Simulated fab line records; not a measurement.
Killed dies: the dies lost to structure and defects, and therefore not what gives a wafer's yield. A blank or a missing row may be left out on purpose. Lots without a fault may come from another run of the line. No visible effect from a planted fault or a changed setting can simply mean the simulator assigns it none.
Chamber matching	flow nandHarc	NHARC_P_BONDPAD_DESCUM_11 on rieDiel-08 has 4 sister chambers
The step chemistry O2, time 3 s. 27 wafers are shown with their chamber, then 12 later ones without.

== WAFERS PAIRED WITH THEIR CHAMBERS ==
wafer	chamber	showerheadPlenumPTorr (Torr)	drypumpMotorCurrentA (A)	oesProductAu (a.u.)
L074.1	0	1.90	5.33	1.008
L074.5	1	1.96	5.15	1.006
L074.6	0	1.90	5.32	0.996
L075.2	2	2.05	5.90	0.994
L075.3	1	1.96	5.15	1.006
L075.6	2	2.05	5.90	0.999
L076.1	2	2.05	5.89	1.000
L076.3	3	1.98	5.50	0.990
L076.4	0	1.90	5.29	1.005
L077.1	3	1.98	5.49	0.993
L077.4	1	1.96	5.16	1.016
L077.6	2	2.05	5.91	0.997
L080.1	3	1.98	5.47	0.995
L080.2	2	2.05	5.91	0.994
L080.4	0	1.90	5.32	0.996
L082.2	1	1.96	5.16	1.005
L082.4	0	1.90	5.30	0.991
L082.6	3	1.98	5.46	1.003
L084.1	0	1.90	5.30	0.992
L084.3	1	1.96	5.16	1.010
L084.5	3	1.98	5.47	1.008
L088.2	2	2.05	5.90	0.994
L088.5	0	1.89	5.31	0.998
L088.6	1	1.96	5.15	0.996
L087.4	0	1.89	5.32	0.997
L087.5	1	1.96	5.16	1.009
L087.6	2	2.05	5.93	0.990

SIGNATURES (means of the wafers above)
reading	chamber 0	chamber 1	chamber 2	chamber 3	scatter within a chamber
showerheadPlenumPTorr	1.8975	1.9600	2.0500	1.9800	0.00255
drypumpMotorCurrentA	5.3113	5.1557	5.9057	5.4780	0.0124
oesProductAu	0.99787	1.00686	0.99543	0.99780	0.00574
Rule: for each reading, subtract the chamber's mean from the wafer's reading, divide by that reading's scatter and square the result; add these up over the readings and take the root, which gives the wafer's distance from the chamber. The wafer belongs to the nearest chamber; if the next one is less than 2 further off, it can't be placed. The scatter: take each reading less its chamber's mean, square it, sum over the shown wafers, divide by the number of wafers less the number of chambers, and take the root.

== WAFERS WHOSE CHAMBER IS MISSING ==
wafer	showerheadPlenumPTorr (Torr)	drypumpMotorCurrentA (A)	oesProductAu (a.u.)
L091.1	1.89	5.32	1.006
L091.3	1.96	5.16	1.018
L091.4	1.98	5.48	1.018
L093.1	1.96	5.16	1.000
L093.2	1.89	5.33	0.993
L093.5	1.98	5.48	0.996
L095.1	1.89	5.31	0.988
L095.2	2.05	5.90	0.989
L095.6	1.96	5.15	0.998
L097.3	1.89	5.31	1.017
L097.4	1.96	5.14	1.013
L097.6	1.96	5.16	1.004

== EACH ONE'S CHAMBER ==
wafer	from the rows above	in truth
L091.1	0	0
L091.3	1	1
L091.4	3	3
L093.1	1	1
L093.2	0	0
L093.5	3	3
L095.1	0	0
L095.2	2	2
L095.6	1	1
L097.3	0	0
L097.4	1	1
L097.6	1	1
12 of 12 placed correctly. Not placeable from these rows: 0. 0 placed wrongly.
